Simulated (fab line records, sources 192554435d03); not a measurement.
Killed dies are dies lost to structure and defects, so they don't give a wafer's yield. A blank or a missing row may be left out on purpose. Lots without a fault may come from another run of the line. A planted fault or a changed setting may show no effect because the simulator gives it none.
fab line records | flow n5_finfet | part 1 of 2: steps 1 to 20 of 30
record lots=5 wafers=15 last_day=16
route steps=1938 shown BEOL_M13@1686
lots that met no fault: from a run of the same line without faults
start_h: hours from the record's first day to the start of the lot's first wafer shown | wait_h: hours since the lot's step before | " the same as in the row above | L1.1+2: a row that stands for several wafers | - no value, or no start given | * or withheld: withheld | < > ~ a bound
route shown NAME@n: a module of which the file shows steps, and the number in the route of the first | usual: mean/standard deviation of fault-free wafers | same: alike in all rows | chamber/n: place in a boat | sites: the reading at each site | _std_site: their standard deviation | _edge_site: outer sites' mean less inner sites' | radius_mm: how far each site lies from the wafer's centre | mask NAME#n: copy n | behind: the tool/chamber that last shaped the wafer | hold: why the lot was held/for how many hours/how that ended | device: the transistor (n, p or np) that didn't switch | end of line: the same wafers' tests at the end of the route | a step without rows: its recipe alone | killed: dies lost to structure and defects at the first sort, not the wafer's yield | map: a wafer's dies, x killed, . not, _ none there
set.NAME: the setting as run; set.NAME@STEP: as run at that earlier step | model.NAME: the simulator's own value behind a step, which no gauge read
lots at some steps of the route; a table a step, a row a wafer
services: from which hour (start_h, from the record's first day; less than 0 if before it) a tool's chamber was out of use, for how many hours, and why
## steps
# step N5_BEOL_M13_PEB_26
# recipe peb_temp_c=130 peb_time_s=90
# usual exhaust_pa=44.9/0.93
# columns lot.wafer tool chamber start_h wait_h exhaust_pa
L075.1 litho_track-05 0 247.85 0.1 45.5
L075.4 " 0 " " 43.4
L075.6 " 0 " " 44.2
L079.4 litho_track-04 0 264.29 0.0 46.3
L079.5 " 0 " " 45.1
L079.6 " 0 " " 45.8
L083.2 litho_track-03 0 287.19 0.0 45.5
L083.5 " 0 " " 45.3
L083.6 " 0 " " 44.9
L092.1 litho_track-03 0 344.74 0.1 44.3
L092.2 " 0 " " 44.7
L092.6 " 0 " " 44.7
L095.2 litho_track-04 0 359.19 0.0 44.5
L095.5 " 0 " " 43.8
L095.6 " 0 " " 44.7
# step N5_BEOL_M13_DEVELOP_27
# recipe develop_time_s=45 rinse_liquid=diw dry=air_spin dev_temp_c=21
# usual exhaust_pa=45.1/0.84
# columns lot.wafer tool chamber start_h wait_h exhaust_pa
L075.1 litho_track-05 0 - - 45.6
L075.4 " 0 " " 45.9
L075.6 " 0 " " 45.3
L079.4 litho_track-04 0 - - 43.9
L079.5 " 0 " " 44.4
L079.6 " 0 " " 44.7
L083.2 litho_track-03 0 - - 44.6
L083.5 " 0 " " 43.7
L083.6 " 0 " " 45.5
L092.1 litho_track-03 0 - - 46.3
L092.2 " 0 " " 46.2
L092.6 " 0 " " 46.2
L095.2 litho_track-04 0 - - 45.9
L095.5 " 0 " " 46.6
L095.6 " 0 " " 45.1
# step N5_BEOL_M13_HARDBAKE_32
# recipe temp_c=130 time_s=120
# usual exhaust_pa=45.0/0.95
# columns lot.wafer tool chamber start_h wait_h exhaust_pa
L075.1 litho_track-05 0 - - 45.2
L075.4 " 0 " " 45.8
L075.6 " 0 " " 45.0
L079.4 litho_track-04 0 - - 44.5
L079.5 " 0 " " 45.7
L079.6 " 0 " " 45.5
L083.2 litho_track-03 0 - - 46.3
L083.5 " 0 " " 45.1
L083.6 " 0 " " 45.6
L092.1 litho_track-03 0 - - 43.1
L092.2 " 0 " " 44.1
L092.6 " 0 " " 44.6
L095.2 litho_track-04 0 - - 45.8
L095.5 " 0 " " 43.8
L095.6 " 0 " " 44.8
# step N5_BEOL_M13_CD_MEAS_28
# recipe target_cd_nm=209.5 landing_energy_ev=500 detector=se_inlens
# usual cd_nm=209.5/1.7
# columns lot.wafer tool chamber start_h wait_h cd_nm
L075.1 cd_sem-02 0 247.97 - 209.0
L075.4 " 0 " " 212.7
L075.6 " 0 " " 210.6
L079.4 cd_sem-02 0 264.41 - 209.7
L079.5 " 0 " " 209.4
L079.6 " 0 " " 209.4
L083.2 cd_sem-03 0 287.30 - 208.3
L083.5 " 0 " " 208.2
L083.6 " 0 " " 207.4
L092.1 cd_sem-01 0 344.85 - 205.8
L092.2 " 0 " " 208.6
L092.6 " 0 " " 209.3
L095.2 cd_sem-01 0 359.31 - 210.8
L095.5 " 0 " " 210.3
L095.6 " 0 " " 210.5
# step N5_BEOL_M13_OVL_MEAS_29
# recipe points_per_wafer=44
# usual M13_OVL=3/5.6
# columns lot.wafer tool chamber start_h wait_h M13_OVL[nm]
L075.1 overlay-01 0 248.00 0.0 5
L075.4 " 0 " " 1
L075.6 " 0 " " 5
L079.4 overlay-02 0 264.44 0.0 0
L079.5 " 0 " " -1
L079.6 " 0 " " 0
L083.2 overlay-02 0 287.33 0.0 11
L083.5 " 0 " " 4
L083.6 " 0 " " 12
L092.1 overlay-01 0 344.88 0.0 1
L092.2 " 0 " " 9
L092.6 " 0 " " -1
L095.2 overlay-01 0 359.34 0.0 0
L095.5 " 0 " " -4
L095.6 " 0 " " -4
# step N5_BEOL_M13_INSPECT_30
# recipe mode=adi inspect_instrument=macro
# usual raw_defect_count=2.4/1.5
# columns lot.wafer tool chamber start_h wait_h raw_defect_count
L075.1 defect_inspect-01 - 248.02 0.0 1
L075.4 " - " " 1
L075.6 " - " " 2
L079.4 defect_inspect-01 - 264.46 0.0 1
L079.5 " - " " 2
L079.6 " - " " 1
L083.2 defect_inspect-01 - 287.35 0.0 2
L083.5 " - " " 1
L083.6 " - " " 3
L092.1 defect_inspect-02 - 344.90 0.0 5
L092.2 " - " " 3
L092.6 " - " " 5
L095.2 defect_inspect-02 - 359.36 0.0 4
L095.5 " - " " 1
L095.6 " - " " 5
# step N5_BEOL_M13_DESCUM_33
# recipe chemistry=O2 time_s=7.9 source_power_w=50 bias_power_w=20 pressure_mtorr=20 rf_frequency_hz=2.712e+07 temp_c=40 o2_flow_sccm=225
# usual drypump_motor_current_A=6.0/0.56 oes_product_au=0.83/0.093 rf_vpp_V=243.1/1.3 showerhead_plenum_p_Torr=2.08/0.064 temp_c=40.00/0.12 throttle_valve_pct=20.39/0.25
# columns lot.wafer tool chamber start_h wait_h drypump_motor_current_A oes_product_au rf_hours_counter_h rf_vpp_V showerhead_plenum_p_Torr temp_c throttle_valve_pct
L075.1 rie_diel-06 0 248.07 0.0 6.1 0.75 134 243.0 2.10 39.92 20.57
L075.4 " 0 " " 6.1 0.75 - 243.8 2.10 39.95 20.58
L075.6 " 1 " " 6.0 0.93 - 241.4 2.06 39.96 20.41
L079.4 rie_diel-04 3 264.52 0.1 5.6 0.73 190 245.4 2.16 39.91 20.91
L079.5 " 1 " " 6.5 0.84 - 241.7 2.03 39.90 20.75
L079.6 " 0 " " 6.4 0.68 - 242.4 2.09 39.81 20.37
L083.2 rie_diel-04 1 287.39 0.0 6.4 0.83 63 244.0 2.02 40.04 20.76
L083.5 " 2 " " 5.1 0.80 - 242.7 2.00 40.06 20.25
L083.6 " 1 " " 6.5 0.84 - 241.1 2.02 40.16 20.75
L092.1 rie_diel-06 3 344.94 0.0 6.8 0.91 28 246.0 2.21 40.11 20.16
L092.2 " 0 " " 6.1 0.72 171 243.7 2.09 39.88 20.64
L092.6 " 0 " " 6.1 0.73 - 243.8 2.09 40.06 20.63
L095.2 rie_diel-06 3 359.40 0.0 6.8 0.90 33 244.0 2.21 40.02 20.17
L095.5 " 1 " " 6.0 0.86 - 241.6 2.04 39.97 20.49
L095.6 " 2 " " 4.9 0.91 - 243.4 2.05 40.07 20.19
# step N5_BEOL_M13_ETCH_67
# recipe chemistry=CF4 target=SiARC target_depth_a=1430 time_s=238.3 ion_energy_ev=80 pressure_mtorr=40 source_w=545 bias_w=36 Ar_flow_sccm=100 cf4_flow_sccm=100 ends=cleared
# usual drypump_motor_current_A=6.0/0.56 etch_rf_on_time_s=235/5.8 oes_product_au=0.71/0.079 rf_vpp_V=183.9/1.1 showerhead_plenum_p_Torr=2.13/0.06 throttle_valve_pct=15.57/0.25
# columns lot.wafer tool chamber start_h wait_h drypump_motor_current_A etch_rf_on_time_s oes_product_au rf_hours_counter_h rf_vpp_V showerhead_plenum_p_Torr throttle_valve_pct
L075.1 rie_diel-06 0 248.10 0.0 6.1 231 0.66 134 183.9 2.15 15.76
L075.4 " 0 " " 6.1 231 0.67 - 185.1 2.15 15.76
L075.6 " 1 " " 6.0 235 0.81 - 184.4 2.10 15.50
L079.4 rie_diel-04 3 264.56 0.0 5.6 237 0.63 190 185.4 2.22 16.08
L079.5 " 1 " " 6.4 242 0.71 - 184.0 2.08 15.78
L079.6 " 0 " " 6.4 252 0.57 - 184.6 2.12 15.48
L083.2 rie_diel-04 1 287.42 0.0 6.4 240 0.70 64 183.4 2.07 15.80
L083.5 " 2 " " 5.2 239 0.68 - 182.5 2.10 15.68
L083.6 " 1 " " 6.4 241 0.70 - 183.4 2.08 15.82
L092.1 rie_diel-06 3 344.97 0.0 6.8 235 0.77 28 185.4 2.25 15.35
L092.2 " 0 " " 6.1 233 0.63 171 182.7 2.14 15.82
L092.6 " 0 " " 6.1 232 0.63 - 184.4 2.14 15.83
L095.2 rie_diel-06 3 359.44 0.0 6.8 238 0.76 33 184.9 2.25 15.36
L095.5 " 1 " " 6.0 235 0.74 - 184.6 2.09 15.57
L095.6 " 2 " " 4.9 232 0.79 - 184.6 2.10 15.44
# step N5_BEOL_M13_ETCH_68
# recipe chemistry=N2/H2 target=SOC mask_material=SiARC source_w=3000 bias_w=350 temp_c=40 time_s=355 ion_energy_ev=200 pressure_mtorr=30 n2_flow_sccm=200 h2_flow_sccm=200
# usual drypump_motor_current_A=6.0/0.57 oes_product_au=0.83/0.091 rf_vpp_V=523.7/2.4 showerhead_plenum_p_Torr=2.53/0.089 temp_c=40.01/0.11 throttle_valve_pct=17.69/0.27
# columns lot.wafer tool chamber start_h wait_h drypump_motor_current_A oes_product_au rf_hours_counter_h rf_vpp_V showerhead_plenum_p_Torr temp_c throttle_valve_pct
L075.1 rie_diel-06 0 248.25 0.1 6.1 0.75 134 524.4 2.54 40.08 17.82
L075.4 " 0 " " 6.1 0.75 - 524.5 2.54 39.79 17.82
L075.6 " 1 " " 6.0 0.95 - 523.0 2.48 40.05 17.53
L079.4 rie_diel-04 3 264.71 0.1 5.6 0.73 190 525.6 2.65 40.09 18.35
L079.5 " 1 " " 6.5 0.83 - 523.7 2.46 39.94 18.03
L079.6 " 0 " " 6.4 0.69 - 524.9 2.53 39.95 17.60
L083.2 rie_diel-04 1 287.57 0.1 6.5 0.84 64 521.4 2.46 39.92 18.04
L083.5 " 2 " " 5.1 0.81 - 521.1 2.45 40.16 17.72
L083.6 " 1 " " 6.5 0.83 - 522.8 2.46 39.99 18.04
L092.1 rie_diel-06 3 345.12 0.1 6.8 0.90 28 528.4 2.71 40.08 17.65
L092.2 " 0 " " 6.1 0.72 171 524.3 2.53 39.93 17.90
L092.6 " 0 " " 6.1 0.73 - 522.1 2.53 40.20 17.91
L095.2 rie_diel-06 3 359.58 0.1 6.8 0.89 33 528.0 2.71 40.32 17.66
L095.5 " 1 " " 6.0 0.86 - 523.2 2.46 39.98 17.61
L095.6 " 2 " " 4.9 0.90 - 523.3 2.48 39.96 17.42
# step N5_BEOL_M13_STRIP_69
# recipe chemistry=N2/H2 temp_c=40 n2_flow_sccm=200 h2_flow_sccm=200 rf_frequency_hz=6e+07
# columns lot.wafer tool chamber start_h wait_h
L075.1+4+6 rie_diel-06 0,0,1 248.46 0.1
L079.4+5+6 rie_diel-04 3,1,0 264.92 0.1
L083.2+5+6 rie_diel-04 1,2,1 287.78 0.1
L092.1+2+6 rie_diel-06 3,0,0 345.33 0.1
L095.2+5+6 rie_diel-06 3,1,2 359.80 0.1
# step N5_BEOL_M13_TRENCH_ETCH_34
# recipe chemistry=C4F8/O2/Ar target=SiOC target_depth_a=4134.7 mask_material=SOC pressure_mtorr=30 source_w=3000 bias_w=700 Ar_flow_sccm=400 C4F8_flow_sccm=15 O2_flow_sccm=8 he_inner_torr=15 he_outer_torr=30 time_s=162.6 ion_energy_ev=250
# usual drypump_motor_current_A=6.0/0.56 oes_product_au=0.83/0.091 rf_vpp_V=665/3 showerhead_plenum_p_Torr=3.40/0.097 throttle_valve_pct=24.1/0.31
# columns lot.wafer tool chamber start_h wait_h drypump_motor_current_A oes_product_au rf_hours_counter_h rf_vpp_V showerhead_plenum_p_Torr throttle_valve_pct
L075.1 rie_diel-06 0 248.47 0.0 6.1 0.76 134 666 3.45 24.5
L075.4 " 0 " " 6.1 0.76 - 664 3.45 24.5
L075.6 " 1 " " 5.9 0.95 - 663 3.33 24.0
L079.4 rie_diel-04 3 264.93 0.0 5.6 0.74 190 667 3.56 24.8
L079.5 " 1 " " 6.4 0.84 - 663 3.32 24.6
L079.6 " 0 " " 6.4 0.69 - 663 3.39 23.9
L083.2 rie_diel-04 1 287.79 0.0 6.5 0.83 64 663 3.32 24.5
L083.5 " 2 " " 5.1 0.79 - 661 3.36 24.4
L083.6 " 1 " " 6.5 0.82 - 665 3.32 24.5
L092.1 rie_diel-06 3 345.34 0.0 6.8 0.90 28 673 3.56 23.8
L092.2 " 0 " " 6.1 0.73 171 664 3.43 24.5
L092.6 " 0 " " 6.1 0.73 - 664 3.43 24.5
L095.2 rie_diel-06 3 359.81 0.0 6.8 0.89 34 671 3.56 23.8
L095.5 " 1 " " 6.0 0.86 - 665 3.31 24.1
L095.6 " 2 " " 4.9 0.90 - 662 3.34 24.0
# step N5_BEOL_M13_STRIP_70
# recipe chemistry=C4F8/O2/Ar resist=SiARC rf_frequency_hz=6e+07
# columns lot.wafer tool chamber start_h wait_h
L075.1+4+6 rie_diel-06 0,0,1 248.60 0.1
L079.4+5+6 rie_diel-04 3,1,0 265.06 0.1
L083.2+5+6 rie_diel-04 1,2,1 287.93 0.1
L092.1+2+6 rie_diel-06 3,0,0 345.48 0.1
L095.2+5+6 rie_diel-06 3,1,2 359.94 0.1
# step N5_BEOL_M13_OCD_MEAS_35
# usual trench_depth_nm=411/6.3
# columns lot.wafer tool chamber start_h wait_h trench_depth_nm
L075.1 ocd-01 - 248.65 0.0 407
L075.4 " - " " 407
L075.6 " - " " 409
L079.4 ocd-01 - 265.11 0.0 425
L079.5 " - " " 414
L079.6 " - " " 410
L083.2 ocd-02 - 287.97 0.0 413
L083.5 " - " " 407
L083.6 " - " " 412
L092.1 ocd-02 - 345.52 0.0 412
L092.2 " - " " 409
L092.6 " - " " 409
L095.2 ocd-01 - 359.98 0.0 416
L095.5 " - " " 406
L095.6 " - " " 409
# step N5_BEOL_M13_STRIP_37
# recipe chemistry=N2/H2 power_w=1000 temp_c=250 h2_frac=0.65 overash_fraction=0.3 pressure_mtorr=withheld n2_flow_sccm=1750 h2_flow_sccm=3250
# usual drypump_motor_current_A=5.90/0.25 heater_power_w=364/35 oes_product_au=0.786/0.011 temp_c=250.02/0.21
# columns lot.wafer tool chamber start_h wait_h drypump_motor_current_A heater_power_w oes_product_au rf_hours_counter_h temp_c
L075.1 plasma_asher-02 1 248.69 0.0 5.62 394 0.775 123 250.19
L075.4 " 0 " " 5.84 311 0.783 - 250.06
L075.6 " 0 " " 5.88 312 0.777 - 250.00
L079.4 plasma_asher-01 1 265.16 0.1 5.74 348 0.793 - 250.14
L079.5 " 1 " " 5.73 354 0.796 - 250.18
L079.6 " 0 " " 6.28 394 0.775 - 250.16
L083.2 plasma_asher-02 1 288.00 0.0 5.61 403 0.801 132 250.10
L083.5 " 0 " " 5.85 318 0.787 - 249.97
L083.6 " 1 " " 5.62 402 0.786 - 249.88
L092.1 plasma_asher-02 1 345.55 0.0 5.63 400 0.810 142 250.03
L092.2 " 0 " " 5.88 311 0.777 142 250.04
L092.6 " 1 " " 5.63 397 0.790 - 250.10
L095.2 plasma_asher-02 1 360.02 0.0 5.61 387 0.783 146 249.82
L095.5 " 1 " " 5.63 401 0.763 - 249.86
L095.6 " 0 " " 5.84 313 0.774 - 249.99
# step N5_BEOL_M13_ETCH_38
# recipe chemistry=CF4/N2 target=SiCN target_depth_a=675 taper_deg=2 time_s=71.9 ion_energy_ev=150 mask_material=SiO2 pressure_mtorr=40 source_w=430 bias_w=70 Ar_flow_sccm=100 cf4_flow_sccm=60 n2_flow_sccm=60
# usual drypump_motor_current_A=6.0/0.49 oes_product_au=0.79/0.098 rf_vpp_V=382.1/1.8 showerhead_plenum_p_Torr=2.19/0.059 throttle_valve_pct=15.5/0.32
# columns lot.wafer tool chamber start_h wait_h drypump_motor_current_A oes_product_au rf_hours_counter_h rf_vpp_V showerhead_plenum_p_Torr throttle_valve_pct
L075.1 rie_diel-04 1 248.77 - 6.4 0.83 53 379.0 2.14 15.6
L075.4 " 3 " " 5.6 0.73 186 384.5 2.30 15.9
L075.6 " 1 " " 6.4 0.83 - 382.6 2.14 15.6
L079.4 rie_diel-03 3 265.59 - 6.4 0.97 3 381.3 2.16 15.2
L079.5 " 1 " " 5.8 0.74 - 383.3 2.26 15.6
L079.6 " 2 " " 6.2 0.93 - 384.3 2.22 14.8
L083.2 rie_diel-03 2 288.99 - 6.2 0.93 23 383.9 2.22 14.8
L083.5 " 2 " " 6.2 0.93 - 383.5 2.22 14.8
L083.6 " 1 " " 5.7 0.74 - 384.4 2.26 15.7
L092.1 rie_diel-04 1 346.23 - 6.4 0.81 78 381.6 2.13 15.6
L092.2 " 2 " " 5.1 0.78 97 380.6 2.15 15.5
L092.6 " 3 " " 5.6 0.72 - 383.6 2.29 16.0
L095.2 rie_diel-04 2 363.29 - 5.1 0.78 101 380.6 2.15 15.5
L095.5 " 2 " " 5.1 0.78 - 379.5 2.15 15.5
L095.6 " 3 " " 5.5 0.71 - 383.8 2.28 16.0
# step N5_BEOL_M13_PRECLEAN_39
# recipe chemistry=residue_remover time_s=60 temp_c=40
# usual temp_c=39.98/0.11
# columns lot.wafer tool chamber start_h wait_h temp_c
L075.1 wet_bench-06 7 248.90 0.1 40.07
L075.4 " 3 " " 39.98
L075.6 " 2 " " 39.87
L079.4 wet_bench-06 7 265.71 0.1 40.12
L079.5 " 3 " " 39.80
L079.6 " 4 " " 39.99
L083.2 wet_bench-06 0 289.12 0.1 40.02
L083.5 " 5 " " 40.17
L083.6 " 2 " " 39.92
L092.1 wet_bench-03 1 346.36 0.1 40.04
L092.2 " 2 " " 40.20
L092.6 " 5 " " 39.98
L095.2 wet_bench-06 1 363.42 0.1 39.95
L095.5 " 2 " " 39.90
L095.6 " 6 " " 39.99
# step N5_BEOL_M13_SRD_40
# recipe time_s=30 temp_c=23 rinse_liquid=diw dry=n2_spin spin_rpm=1500 dry_time_s=30
# usual temp_c=22.99/0.12
# columns lot.wafer tool chamber start_h wait_h temp_c
L075.1 wet_bench-06 7 248.92 0.0 22.84
L075.4 " 3 " " 23.07
L075.6 " 2 " " 23.12
L079.4 wet_bench-06 7 265.73 0.0 22.96
L079.5 " 3 " " 22.92
L079.6 " 4 " " 22.85
L083.2 wet_bench-06 0 289.14 0.0 23.05
L083.5 " 5 " " 23.06
L083.6 " 2 " " 22.80
L092.1 wet_bench-03 1 346.38 0.0 23.15
L092.2 " 2 " " 22.95
L092.6 " 5 " " 22.94
L095.2 wet_bench-06 1 363.44 0.0 23.07
L095.5 " 2 " " 22.87
L095.6 " 6 " " 22.94
# step N5_BEOL_M13_DEGAS_41
# recipe ambient=vacuum temp_c=250 time_s=60
# usual heater_power_w=327/33
# columns lot.wafer tool chamber start_h wait_h heater_power_w
L075.1 pvd_sputter-02 - 249.20 0.3 345
L075.4 " - " " 325
L075.6 " - " " 400
L079.4 pvd_sputter-03 - 266.12 0.4 313
L079.5 " - " " 305
L079.6 " - " " 304
L083.2 pvd_sputter-02 - 289.51 0.3 353
L083.5 " - " " 348
L083.6 " - " " 318
L092.1 pvd_sputter-03 - 346.57 0.2 299
L092.2 " - " " 294
L092.6 " - " " 293
L095.2 pvd_sputter-02 - 363.73 0.3 342
L095.5 " - " " 353
L095.6 " - " " 407
# step N5_BEOL_M13_PRE_CLEAN_42
# recipe gas=H2/He time_s=30 temp_c=250
# usual heater_power_w=327/34
# columns lot.wafer tool chamber start_h wait_h heater_power_w
L075.1 pvd_sputter-02 - 249.24 0.0 354
L075.4 " - " " 311
L075.6 " - " " 412
L079.4 pvd_sputter-03 - 266.16 0.0 320
L079.5 " - " " 292
L079.6 " - " " 308
L083.2 pvd_sputter-02 - 289.55 0.0 349
L083.5 " - " " 352
L083.6 " - " " 316
L092.1 pvd_sputter-03 - 346.61 0.0 287
L092.2 " - " " 302
L092.6 " - " " 289
L095.2 pvd_sputter-02 - 363.77 0.0 343
L095.5 " - " " 351
L095.6 " - " " 401
# step N5_BEOL_M13_SPUTTER_43
# recipe material=TaN target_thk_a=150 temp_c=50 bias_v=168.6 power_w=15000 chamber_pressure_pa=0.12 time_s=24.19
# usual chamber_pressure_pa=0.12/0.00026 throttle_valve_pct=30.1/1.4
# columns lot.wafer tool chamber start_h wait_h chamber_pressure_pa throttle_valve_pct
L075.1 pvd_sputter-02 - 249.28 0.0 0.11992 31.3
L075.4 " - " " 0.12032 30.1
L075.6 " - " " 0.12022 29.6
L079.4 pvd_sputter-03 - 266.20 0.0 0.11999 29.9
L079.5 " - " " 0.12022 32.4
L079.6 " - " " 0.11982 28.5
L083.2 pvd_sputter-02 - 289.59 0.0 0.11986 31.7
L083.5 " - " " 0.12012 31.8
L083.6 " - " " 0.11967 30.4
L092.1 pvd_sputter-03 - 346.65 0.0 0.11988 32.4
L092.2 " - " " 0.12001 27.8
L092.6 " - " " 0.12017 28.1
L095.2 pvd_sputter-02 - 363.81 0.0 0.12058 31.4
L095.5 " - " " 0.12019 31.1
L095.6 " - " " 0.11934 29.5
